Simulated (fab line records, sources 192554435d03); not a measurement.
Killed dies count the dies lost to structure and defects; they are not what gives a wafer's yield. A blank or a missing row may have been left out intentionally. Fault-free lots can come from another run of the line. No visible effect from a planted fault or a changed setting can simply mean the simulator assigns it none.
A struck lot beside a sound one ; flow n5_finfet ; 37 steps out of a route of 1938
Sound: the wafers L538.2, L538.4, L538.5. Struck: wafers L545.3, L545.4, L545.6. Last of all comes the cause.
Order at every step that has rows: each side's tool, ch and its chambers, its first start. Under that, the readings that differ: sound wafers ; struck wafers ; difference of the means ; sigmas: that difference in standard deviations of wafers without a fault.
alike: readings whose means differ by less than 2 such deviations, and words and numbers that are the same on both sides. not compared: withheld readings, readings that some wafer has no value for, bounds like >300 that may hide the same value, and numbers for which the record gives no deviation and whose values overlap.
Wherever a step has rows on one side only, a row that says differs or no value, or a row with sigmas, the two part there. When numbers do not overlap yet have no deviation, they are printed without sigmas and do not part them. A reading missing from all wafers of one side parts the sides only when that side holds two or more wafers.

first, 9 steps without rows for these wafers: N5_SDB_SOFTBAKE_06 (time 60 s); N5_SDB_EXPOSE_08 (exposes mask SDB); N5_SDB_PEB_09 (peb time 60 s); N5_SDB_DEVELOP_10 (develop time 30 s); N5_SDB_DESCUM_16 (chemistry O2, time 7.9 s); N5_SDB_ETCH_17 (etches SiARC in CF4, target depth 23.4 nm, time 39 s); N5_SDB_ETCH_18 (etches SOC in N2/H2, target depth 100 nm, overetch 20 nm, time 150 s); N5_SDB_STRIP_19 (strips in N2/H2); N5_SDB_STRIP_21 (strips in CF4).
N5_SDB_HM_OPEN_20: chemistry CH3F/O2, target SiNx, stops on poly-Si, target depth 24 nm.
  sound on rie_diel-03 ch 2,3, day 4 05:37; struck on rie_diel-03 ch 0,1,2, day 5 20:10
  alike: chamber_pressure_mTorr, drypump_motor_current_A, oes_product_au, rf_vpp_V, showerhead_plenum_p_Torr, throttle_valve_pct
  not compared: rf_hours_counter_h
then, 26 steps without rows for these wafers: N5_SDB_STRIP_22 (strips in N2/H2); N5_SDB_PRECLEAN_23 (cleans in dHF, time 30 s); N5_SDB_DUMMY_REMOVE_24 (chemistry TMAH, target poly-Si, stops on SiO2, target depth 142 nm, time 57 s, rinse time 30 s); N5_SDB_ETCH_25 (etches SiO2 in C4F6/O2, target depth 10 nm, time 3.3 s); N5_SDB_CUT_ETCH_26 (etches Si in HBr/Cl2/O2, target depth 129.6 nm, bt time 20 s, time 51.8 s); N5_SDB_PRECLEAN_38 (cleans in dHF, time 10 s); N5_SDB_PRECLEAN_39 (cleans in O3/DIW, time 45 s); N5_SDB_SRD_28 (time 30 s); N5_SDB_ALD_29 (deposits SiNx, target thk 30 nm, pulse time 1 s, ald cycles 600); N5_SDB_CMP_30 (polishes, stops on poly-Si, t overpolish 1.54 s, target thk 30 nm); N5_DUMMY_REMOVAL_HM_STRIP_01 (strips SiNx in CH3F/O2, stops on poly-Si, target depth 4 nm, time 6.8 s); N5_DUMMY_REMOVAL_STRIP_10 (strips in N2/H2, time 40 s); N5_DUMMY_REMOVAL_PRECLEAN_07 (cleans in dHF, time 30 s); N5_DUMMY_REMOVAL_DUMMY_REMOVE_02 (chemistry TMAH, target poly-Si, stops on SiO2, target depth 142 nm, time 57 s, rinse time 30 s); N5_DUMMY_REMOVAL_PRECLEAN_08 (cleans in NF3:NH3, afs cycles 2, time 20 s, sublimation time 60 s); N5_DUMMY_REMOVAL_PRECLEAN_04 (cleans in DHF, time 37 s); N5_DUMMY_REMOVAL_SRD_05 (time 30 s); N5_HKMG_FIN_IL_REGROW_00 (material SiO2, chemistry O3, target thk 0.75 nm, time 30 s); N5_HKMG_FIN_HK_ALD_01 (deposits HfO2, target thk 1.6 nm, pulse time 3 s, purge time 3 s); N5_HKMG_FIN_HK_ANNEAL_02 (time 30 s); N5_HKMG_FIN_ALD_74 (deposits La2O3, target thk 0.5 nm, pulse time 6 s, co reactant pulse time 1 s); N5_HKMG_FIN_ALD_75 (deposits Al2O3, target thk 1 nm, co reactant pulse time 1 s); N5_HKMG_FIN_COAT_41 (time 60 s, resist thk 300 nm); N5_HKMG_FIN_COAT_42 (time 60 s, resist thk 35 nm); N5_HKMG_FIN_COAT_43 (resist thk 90 nm); N5_HKMG_FIN_EBR_45.
-- a jump in the record: the struck wafers' starts before and after are 8 days apart (it breaks off in module HKMG_FIN and resumes in module PASSIVATION, where the first step shown is number 1936 of the route) --
N5_PASSIVATION_PROBE_49:
  the record has rows for the struck wafers here (prober-01, day 13 18:39) and none for the sound ones

== WHERE THEY PART ==
Only at N5_PASSIVATION_PROBE_49, within this record.

WHY: what had been put in by the simulator
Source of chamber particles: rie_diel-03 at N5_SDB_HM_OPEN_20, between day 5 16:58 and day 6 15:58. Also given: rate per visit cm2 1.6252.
